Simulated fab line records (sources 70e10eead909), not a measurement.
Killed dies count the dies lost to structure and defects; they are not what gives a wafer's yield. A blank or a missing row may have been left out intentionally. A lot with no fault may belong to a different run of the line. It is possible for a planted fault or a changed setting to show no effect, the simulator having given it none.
fab line records -- flow nandHarc
[record] lots = 12, wafers = 36, lastDay = 24
route steps=1159 shown A_ONON_D1@439 A_CHANNEL_HOLE_D1@466 END@1159
lots with no fault: from the same line, run without faults
startH: hours from the record's opening day to when the first of the lot's shown wafers began -- waitH: hours since the lot's step before -- " the same as in the row above -- L1.1+2: one row covering several wafers at once -- - no value present, or no start provided -- * or withheld: withheld -- < > ~ a bound
route shown NAME@n: names a module that has steps shown in the file, with the first one's number in the route -- usual: the fault-free wafers' mean and standard deviation -- same: alike in all rows -- chamber/n: place in a boat -- sites: the reading at each site -- _std_site: standard deviation of those values -- _edge_site: the outer-site mean with the inner-site mean subtracted -- radiusMm: for every site, how far away it sits from the centre of the wafer -- mask NAME#n: copy n -- behind: the last tool/chamber to shape the wafer -- hold: why the lot was held/for how many hours/how that ended -- device: transistor that didn't switch, given as n, p or np -- end of line: the route-end tests of the same wafers -- where a step has no rows: the recipe by itself -- killed: not the wafer's yield, but the dies lost to structure and defects at the first sort -- map: shows each die of a wafer: x if killed, . if not, _ if none is there
set.NAME: the setting as run; set.NAME@STEP: as run at that earlier step -- model.NAME: the simulator's own value behind a step, which no gauge read
route steps across a sampled set of lots; one table per step, one row per wafer
services: a tool's chamber out of use, with start hour (startH, from the record's first day; less than 0 if before it), hours out, and reason
[[steps]]
[step NHARC_A_ONON_D1_THK_MEAS_21]
[recipe] thkMeasGauge = ellipsometry
[usual] thkNm = 999/9.2
lot.wafer,tool,chamber,startH,waitH,thkNm
L578.1,filmMetro-02,-,187.28,-,987
L578.2,filmMetro-02,-,187.28,-,984
L578.4,filmMetro-02,-,187.28,-,984
L577.3,filmMetro-01,-,187.28,-,986
L577.5,filmMetro-01,-,187.28,-,987
L577.6,filmMetro-01,-,187.28,-,987
L579.4,filmMetro-01,-,187.40,-,990
L579.5,filmMetro-01,-,187.40,-,989
L579.6,filmMetro-01,-,187.40,-,991
L582.1,filmMetro-02,-,201.99,-,1003
L582.2,filmMetro-02,-,201.99,-,1002
L582.4,filmMetro-02,-,201.99,-,1002
L581.3,filmMetro-02,-,202.00,-,1014
L581.5,filmMetro-02,-,202.00,-,1014
L581.6,filmMetro-02,-,202.00,-,1015
L585.1,filmMetro-01,-,225.59,-,1011
L585.2,filmMetro-01,-,225.59,-,1010
L585.4,filmMetro-01,-,225.59,-,1009
L589.1,filmMetro-01,-,248.11,-,1015
L589.3,filmMetro-01,-,248.11,-,1014
L589.6,filmMetro-01,-,248.11,-,1016
L591.1,filmMetro-02,-,255.82,-,1000
L591.4,filmMetro-02,-,255.82,-,1000
L591.5,filmMetro-02,-,255.82,-,1000
L594.1,filmMetro-01,-,277.43,-,984
L594.3,filmMetro-01,-,277.43,-,985
L594.4,filmMetro-01,-,277.43,-,983
L595.1,filmMetro-01,-,291.77,-,1001
L595.2,filmMetro-01,-,291.77,-,1000
L595.4,filmMetro-01,-,291.77,-,1001
L596.3,filmMetro-01,-,291.78,-,1001
L596.4,filmMetro-01,-,291.78,-,1004
L596.6,filmMetro-01,-,291.78,-,1004
L598.1,filmMetro-02,-,315.05,-,993
L598.2,filmMetro-02,-,315.05,-,991
L598.4,filmMetro-02,-,315.05,-,994
[step NHARC_A_ONON_D1_DEP_28]
[recipe] targetThkA = 10000, n2FlowSccm = 2750, n2oFlowSccm = 2000, nh3FlowSccm = 500, sih4FlowSccm = 210, tempC = 400
lot.wafer,tool,chamber,startH,waitH
L578.1+2+4,pecvdOnon-02,0,188.47,0.1
L577.3+5+6,pecvdOnon-03,0,188.59,0.2
L579.4+5+6,pecvdOnon-04,0,188.78,0.2
L582.1+2+4,pecvdOnon-02,0,203.20,0.1
L581.3+5+6,pecvdOnon-04,0,203.31,0.2
L585.1+2+4,pecvdOnon-02,0,226.78,0.1
L589.1+3+6,pecvdOnon-02,0,249.57,0.1
L591.1+4+5,pecvdOnon-02,0,257.02,0.1
L594.1+3+4,pecvdOnon-04,0,278.62,0.1
L595.1+2+4,pecvdOnon-04,0,292.95,0.1
L596.3+4+6,pecvdOnon-04,0,293.42,0.2
L598.1+2+4,pecvdOnon-04,0,316.23,0.1
[step NHARC_A_ONON_D1_THK_MEAS_30]
[recipe] thkMeasGauge = ellipsometry
[usual] thkNm = 998/9.5
lot.wafer,tool,chamber,startH,waitH,thkNm
L578.1,filmMetro-01,-,188.97,-,1006
L578.2,filmMetro-01,-,188.97,-,1006
L578.4,filmMetro-01,-,188.97,-,1008
L577.3,filmMetro-01,-,188.98,-,980
L577.5,filmMetro-01,-,188.98,-,982
L577.6,filmMetro-01,-,188.98,-,981
L579.4,filmMetro-02,-,189.12,-,990
L579.5,filmMetro-02,-,189.12,-,990
L579.6,filmMetro-02,-,189.12,-,990
L581.3,filmMetro-01,-,203.70,-,1012
L581.5,filmMetro-01,-,203.70,-,1012
L581.6,filmMetro-01,-,203.70,-,1010
L582.1,filmMetro-02,-,203.72,-,991
L582.2,filmMetro-02,-,203.72,-,991
L582.4,filmMetro-02,-,203.72,-,992
L585.1,filmMetro-02,-,227.29,-,1013
L585.2,filmMetro-02,-,227.29,-,1013
L585.4,filmMetro-02,-,227.29,-,1014
L589.1,filmMetro-01,-,250.08,-,1605
L589.3,filmMetro-01,-,250.08,-,1606
L589.6,filmMetro-01,-,250.08,-,1603
L591.1,filmMetro-02,-,257.53,-,1576
L591.4,filmMetro-02,-,257.53,-,1576
L591.5,filmMetro-02,-,257.53,-,1575
L594.1,filmMetro-02,-,279.13,-,990
L594.3,filmMetro-02,-,279.13,-,988
L594.4,filmMetro-02,-,279.13,-,990
L595.1,filmMetro-01,-,293.46,-,985
L595.2,filmMetro-01,-,293.46,-,985
L595.4,filmMetro-01,-,293.46,-,984
L596.3,filmMetro-01,-,293.82,-,993
L596.4,filmMetro-01,-,293.82,-,994
L596.6,filmMetro-01,-,293.82,-,991
L598.1,filmMetro-02,-,316.75,-,995
L598.2,filmMetro-02,-,316.75,-,996
L598.4,filmMetro-02,-,316.75,-,997
[step NHARC_A_CHANNEL_HOLE_D1_ETCH_38]
[recipe] targetDepthA = 390, overEtchFrac = 0.3, timeS = 65, ionEnergyEv = 80, cf4FlowSccm = 150, arFlowSccm = 0, rfW = 300, biasW = 100, chemistry = CF4
[usual] cf4FlowSccm = 150.1/0.4, drypumpMotorCurrentA = 5.5/0.47, oesProductAu = 1.001/0.012, rfVppV = 151.5/1, showerheadPlenumPTorr = 1.79/0.057, throttleValvePct = 13.284/0.0082
lot.wafer,tool,chamber,startH,waitH,cf4FlowSccm,drypumpMotorCurrentA,oesProductAu,rfHoursCounterH,rfVppV,showerheadPlenumPTorr,throttleValvePct
L578.2,rieDiel-13,0,192.50,0.1,150.2,4.9,1.027,3,152.6,1.85,13.288
L578.4,rieDiel-13,2,192.50,0.1,150.0,5.5,0.987,5,153.3,1.83,13.280
L578.1,rieDiel-13,3,192.50,0.1,149.4,5.9,1.006,4,151.1,1.75,13.281
L577.3,rieDiel-01,0,192.67,0.1,150.5,5.1,0.999,3,151.1,1.73,13.287
L577.5,rieDiel-01,1,192.67,0.1,149.6,6.5,0.994,-,151.3,1.81,13.291
L577.6,rieDiel-01,2,192.67,0.1,149.7,5.3,1.000,-,152.6,1.84,13.276
L579.4,rieDiel-01,1,192.93,0.2,150.5,6.4,1.009,3,151.9,1.81,13.291
L579.6,rieDiel-01,3,192.93,0.2,150.2,5.2,0.996,-,150.2,1.74,13.299
L579.5,rieDiel-01,0,192.93,0.2,150.1,5.1,1.006,-,150.0,1.73,13.284
L582.4,rieDiel-01,0,207.58,0.1,150.3,5.1,1.008,6,150.9,1.73,13.296
L582.2,rieDiel-01,1,207.58,0.1,149.8,6.5,0.999,5,152.1,1.81,13.294
L582.1,rieDiel-01,2,207.58,0.1,149.1,5.3,0.999,5,151.4,1.84,13.282
L581.3,rieDiel-11,2,208.36,0.1,150.1,4.6,0.999,0,150.3,1.70,13.276
L581.6,rieDiel-11,1,208.36,0.1,149.8,5.8,1.023,-,151.0,1.72,13.272
L581.5,rieDiel-11,2,208.36,0.1,150.1,4.7,0.996,-,151.4,1.70,13.294
L585.2,rieDiel-11,1,230.89,0.1,149.9,5.8,1.004,3,150.3,1.72,13.288
L585.4,rieDiel-11,2,230.89,0.1,149.7,4.6,0.992,3,150.4,1.70,13.271
L585.1,rieDiel-11,3,230.89,0.1,150.4,5.3,1.012,2,152.7,1.86,13.295
L594.4,rieDiel-11,0,283.55,0.1,150.0,5.6,1.023,6,151.4,1.88,13.283
L594.1,rieDiel-11,1,283.55,0.1,149.8,5.8,1.022,6,150.1,1.72,13.278
L594.3,rieDiel-11,3,283.55,0.1,150.3,5.3,1.018,6,152.2,1.86,13.289
L595.1,rieDiel-01,1,297.91,0.1,149.9,6.5,1.001,11,150.7,1.81,13.297
L595.2,rieDiel-01,3,297.91,0.1,150.7,5.2,0.996,13,149.5,1.74,13.286
L595.4,rieDiel-01,3,297.91,0.1,150.8,5.2,0.993,-,151.4,1.74,13.274
L596.3,rieDiel-11,2,299.92,0.1,150.3,4.7,1.000,7,150.7,1.70,13.291
L596.4,rieDiel-11,3,299.92,0.1,150.3,5.3,1.017,7,153.3,1.86,13.287
L596.6,rieDiel-11,3,299.92,0.1,150.0,5.3,1.018,-,152.5,1.86,13.290
L598.4,rieDiel-13,2,320.69,0.1,150.1,5.5,0.979,1,152.5,1.83,13.276
L598.1,rieDiel-13,0,320.69,0.1,150.6,4.9,0.992,1,151.2,1.85,13.280
L598.2,rieDiel-13,1,320.69,0.1,150.7,5.8,0.991,1,152.1,1.81,13.291
[step NHARC_A_CHANNEL_HOLE_D1_ETCH_16]
[recipe] targetDepthA = 31000, overEtchFrac = 0.3, timeS = 806, ionEnergyEv = 150, o2FlowSccm = 400, cosFlowSccm = 20, arFlowSccm = 0, rfW = 500, biasW = 300, chemistry = O2/COS
[usual] cosFlowSccm = 20.00/0.065, drypumpMotorCurrentA = 5.5/0.45, oesProductAu = 1.000/0.011, rfVppV = 314.9/1.7, showerheadPlenumPTorr = 3.18/0.1, throttleValvePct = 28.330/0.0088
lot.wafer,tool,chamber,startH,waitH,cosFlowSccm,drypumpMotorCurrentA,oesProductAu,rfHoursCounterH,rfVppV,showerheadPlenumPTorr,throttleValvePct
L578.2,rieDiel-13,1,-,-,20.09,5.8,1.000,5,314.6,3.20,28.331
L578.1,rieDiel-13,2,-,-,20.15,5.5,0.969,5,314.9,3.24,28.320
L578.4,rieDiel-13,3,-,-,19.94,5.9,1.005,4,314.0,3.08,28.336
L577.3,rieDiel-01,1,-,-,20.00,6.5,1.000,3,316.2,3.20,28.319
L577.5,rieDiel-01,0,-,-,20.03,5.2,1.000,-,312.6,3.05,28.343
L577.6,rieDiel-01,1,-,-,19.96,6.5,0.992,-,315.9,3.20,28.335
L579.4,rieDiel-01,0,-,-,20.04,5.1,1.003,4,313.4,3.05,28.339
L579.6,rieDiel-01,2,-,-,20.05,5.3,1.007,-,315.5,3.24,28.319
L579.5,rieDiel-01,3,-,-,19.98,5.2,1.001,-,313.7,3.07,28.335
L582.1,rieDiel-01,1,-,-,20.03,6.5,0.996,6,315.9,3.20,28.330
L582.2,rieDiel-01,2,-,-,20.11,5.3,1.010,6,315.8,3.24,28.342
L582.4,rieDiel-01,3,-,-,20.03,5.2,1.003,6,313.4,3.07,28.326
L581.3,rieDiel-11,0,-,-,20.11,5.6,1.004,1,318.3,3.32,28.332
L581.6,rieDiel-11,1,-,-,20.03,5.8,1.009,-,312.4,3.04,28.321
L581.5,rieDiel-11,2,-,-,19.95,4.7,0.994,-,311.2,3.00,28.343
L585.2,rieDiel-11,0,-,-,20.01,5.7,1.004,2,317.6,3.32,28.316
L585.1,rieDiel-11,1,-,-,19.92,5.8,1.017,3,314.0,3.04,28.313
L585.4,rieDiel-11,2,-,-,20.09,4.7,0.988,3,313.1,3.00,28.320
L594.1,rieDiel-11,0,-,-,19.97,5.6,1.025,6,317.5,3.32,28.329
L594.3,rieDiel-11,1,-,-,20.12,5.8,1.014,7,311.7,3.03,28.337
L594.4,rieDiel-11,2,-,-,19.98,4.7,0.989,7,311.9,3.00,28.334
L595.1,rieDiel-01,3,298.58,0.1,19.88,5.2,0.991,13,313.2,3.07,28.324
L595.2,rieDiel-01,1,298.58,0.1,20.10,6.5,0.995,11,315.4,3.20,28.336
L595.4,rieDiel-01,3,298.58,0.1,20.00,5.2,1.006,-,312.2,3.07,28.338
L596.3,rieDiel-11,2,-,-,19.99,4.7,0.978,7,312.9,3.00,28.330
L596.4,rieDiel-11,3,-,-,20.01,5.3,1.002,7,317.1,3.28,28.331
L596.6,rieDiel-11,1,-,-,19.93,5.8,1.022,-,312.8,3.03,28.338
L598.1,rieDiel-13,0,-,-,19.88,4.9,0.996,2,315.4,3.27,28.354
L598.2,rieDiel-13,1,-,-,19.95,5.8,0.993,2,314.7,3.20,28.333
L598.4,rieDiel-13,2,-,-,20.11,5.5,0.985,2,315.3,3.23,28.334
[step NHARC_END_SORT_01]
[recipe] tempC = 25
[usual] killedAtArray = 28/10, killedAtOther = 0.5/0.82, killedAtPeriphery = 3.4/2.2, killedDies = 31/10, killedOpen = 3.4/1.9, killedShort = 1.9/1.3
[same] grossDies = 677
lot.wafer,tool,chamber,startH,waitH,killedAtArray,killedAtOther,killedAtPeriphery,killedDies,killedOpen,killedShort
L591.1,prober-02,0,539.58,2.5,674,0,3,677,9,2
L591.4,prober-02,0,542.01,3.4,675,0,2,677,4,2
L591.5,prober-02,0,542.82,3.7,674,1,2,677,2,4
L589.1,prober-01,0,553.40,2.5,673,3,1,677,3,1
L589.3,prober-01,0,555.03,3.1,674,1,2,677,6,0
L589.6,prober-01,0,557.47,4.1,673,3,1,677,1,2
// killed by level:class
L591.1 A_ONON_D1:areaDep=636 A_CHANNEL_HOLE_D1:chamberFilmFlake=19 A_CONTACT:chamberFilmFlake=5 A_STAIRCASE:chamberFilmFlake=4 P_CONTACT:geometricParticle:open=2 A_WL_FILL:geometricParticle:open=2 A_M0:geometricParticle:open=2 A_CHANNEL_HOLE_D1:geometricParticle:short=1
L591.4 A_ONON_D1:areaDep=642 A_CHANNEL_HOLE_D1:chamberFilmFlake=20 A_CONTACT:geometricParticle:open=3 A_CONTACT:chamberFilmFlake=3 A_WL_FILL:chamberFilmFlake=2 A_BLC:chamberFilmFlake=2 P_STI:geometricParticle:short=1 A_WL_FILL:geometricParticle:short=1
L591.5 A_ONON_D1:areaDep=645 A_CHANNEL_HOLE_D1:chamberFilmFlake=17 A_WL_FILL:geometricParticle:short=4 A_STAIRCASE:chamberFilmFlake=2 A_CONTACT:chamberFilmFlake=2 A_BLC:chamberFilmFlake=2 P_GATE:geometricParticle:open=1 A_M0:geometricParticle:open=1
L589.1 A_ONON_D1:areaDep=638 A_CHANNEL_HOLE_D1:chamberFilmFlake=16 A_SLIT:chamberFilmFlake=7 A_STAIRCASE:chamberFilmFlake=6 THIN_TSV:chamberFilmFlake=3 A_SOURCE_PLATE:geometricParticle:open=2 A_WL_FILL:geometricParticle:short=1 A_M0:geometricParticle:open=1
L589.3 A_ONON_D1:areaDep=633 A_CHANNEL_HOLE_D1:chamberFilmFlake=19 A_SLIT:chamberFilmFlake=9 A_CONTACT:chamberFilmFlake=4 A_STAIRCASE:chamberFilmFlake=3 A_CONTACT:geometricParticle:open=2 A_CHANNEL_HOLE_D1:geometricParticle:open=1 A_SGD_CUT:geometricParticle:open=1
L589.6 A_ONON_D1:areaDep=634 A_SLIT:chamberFilmFlake=15 A_CHANNEL_HOLE_D1:chamberFilmFlake=10 A_STAIRCASE:chamberFilmFlake=7 A_CONTACT:chamberFilmFlake=4 THIN_TSV:chamberFilmFlake=3 A_ONON_D1:geometricParticle:open=1 A_SGD_CUT:geometricParticle:short=1
[[services]]
tool,chamber,startH,hours,kind
rieDiel-11,0,168.52,-,clean
rieDiel-11,1,168.52,-,clean
rieDiel-11,2,168.52,-,clean
rieDiel-11,3,168.52,-,clean
rieDiel-01,0,171.43,-,clean
rieDiel-01,1,171.43,-,clean
rieDiel-01,2,171.43,-,clean
rieDiel-01,3,171.43,-,clean
rieDiel-11,3,189.28,12.8,repair
rieDiel-11,-,189.50,9.0,pm
rieDiel-11,0,189.50,9.0,ventCycle
rieDiel-11,1,189.50,9.0,ventCycle
rieDiel-11,2,189.50,9.0,ventCycle
rieDiel-01,0,195.93,-,clean
rieDiel-01,1,195.93,-,clean
rieDiel-11,-,212.41,1.0,repair
rieDiel-13,3,218.81,6.7,repair
pecvdOnon-04,-,237.34,13.0,pm
rieDiel-01,1,242.32,12.9,repair
rieDiel-13,-,276.00,9.0,pm
pecvdOnon-02,-,292.18,13.0,pm
rieDiel-01,0,295.76,3.9,repair
rieDiel-01,2,297.29,9.3,repair
rieDiel-01,-,314.92,9.0,pm
[[key]]
[firstSign] step = NHARC_A_ONON_D1_THK_MEAS_30, reading = thkNm, direction = up, sigmas = 62, usual = 998, struck = 1590
[effect] step = NHARC_END_SORT_01, reading = killedAtArray, direction = up, sigmas = 63, usual = 28, struck = 674
[moreKillsBornAt] NHARC_A_ONON_D1_DEP_28@pecvdOnon-02 = 3828
metAt NHARC_A_ONON_D1_DEP_28
struckLots L589,L591
struckWafers L589.1,L589.3,L589.6,L591.1,L591.4,L591.5
laterRowsLeftOut L589.1,L589.3,L589.6,L591.1,L591.4,L591.5
testerLeftOut L589,L591
notActingAt NHARC_A_ONON_D1_THK_MEAS_21,NHARC_A_CHANNEL_HOLE_D1_ETCH_38,NHARC_A_CHANNEL_HOLE_D1_ETCH_16
onsetBetween 226.78 249.57
[fault] kind = processParameterDrift, tool = pecvdOnon-02, chamber = 0, onsetH = 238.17, steps = NHARC_A_ONON_D1_DEP_28, channel = targetThkA, offset = *, shape = step, endH = 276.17, actsIn = *, stated = *
// testerLeftOut: of these lots the tester's yield and bins aren't shown, on N5 and GAA mostly nor the transistor test; their killed dies are dies lost to structure and defects alone, not to doping, threshold or leakage, so they don't give the yield
// laterRowsLeftOut: the simulator's readings of these wafers behind a module that went badly wrong aren't trusted and aren't shown, but for the sort
